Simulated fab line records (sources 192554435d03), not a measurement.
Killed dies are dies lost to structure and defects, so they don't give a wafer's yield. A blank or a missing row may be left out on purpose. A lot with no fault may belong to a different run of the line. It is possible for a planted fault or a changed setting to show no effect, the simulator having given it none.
Chamber matching | flow n5-finfet | N5_BEOL_M2_CMP_52 on cmp-03: 4 sister chambers
The step polishes, stops on SiOC, t overpolish 6.8 s, target thk 40 nm. 8 wafers are shown with their chamber, then 8 later ones without.

EACH WAFER AND ITS CHAMBER
wafer  | chamber | time-to-endpoint-s (s) | motor-current-A (A)
L082.1 | 2       | 59                     | 6.4
L082.3 | 1       | 57                     | 6.1
L083.1 | 3       | 68                     | 7.2
L083.5 | 0       | 69                     | 6.6
L085.2 | 0       | 66                     | 6.4
L085.4 | 2       | 61                     | 6.6
L085.5 | 1       | 59                     | 6.1
L086.2 | 3       | 68                     | 7.1

WAFERS WITH NO CHAMBER GIVEN
wafer  | time-to-endpoint-s (s) | motor-current-A (A)
L086.3 | 60                     | 6.5
L086.6 | 57                     | 6.1
L095.2 | 69                     | 6.7
L095.5 | 63                     | 6.3
L095.6 | 62                     | 7.2
L096.4 | 56                     | 7.0
L096.5 | 62                     | 6.4
L096.6 | 66                     | 7.1

EACH ONE'S CHAMBER
wafer  | from the rows above          | in truth
L086.3 | 2                            | 2
L086.6 | 1                            | 1
L095.2 | 0                            | 0
L095.5 | can't be placed: 2 or 0 or 1 | 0
L095.6 | 3                            | 3
L096.4 | 2                            | 2
L096.5 | 2                            | 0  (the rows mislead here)
L096.6 | 3                            | 3
Correctly placed: 6 of 8. From these rows, 1 cannot be placed; in 1 the true chamber is one of the candidates. Wrongly placed: 1.
How it was worked out, from the rows above alone: a wafer's distance from a chamber is the root of the sum, over the readings, of the square of ((its reading less the chamber's mean) divided by the reading's scatter). If the next closest chamber is less than 2 further off than the closest, the wafer can't be placed; otherwise it belongs to the closest. For every chamber, the mean is computed from those of its wafers that are shown. The scatter: the root of (the sum of the squares of (reading less its chamber's mean) over the shown wafers, divided by (wafers less chambers)).
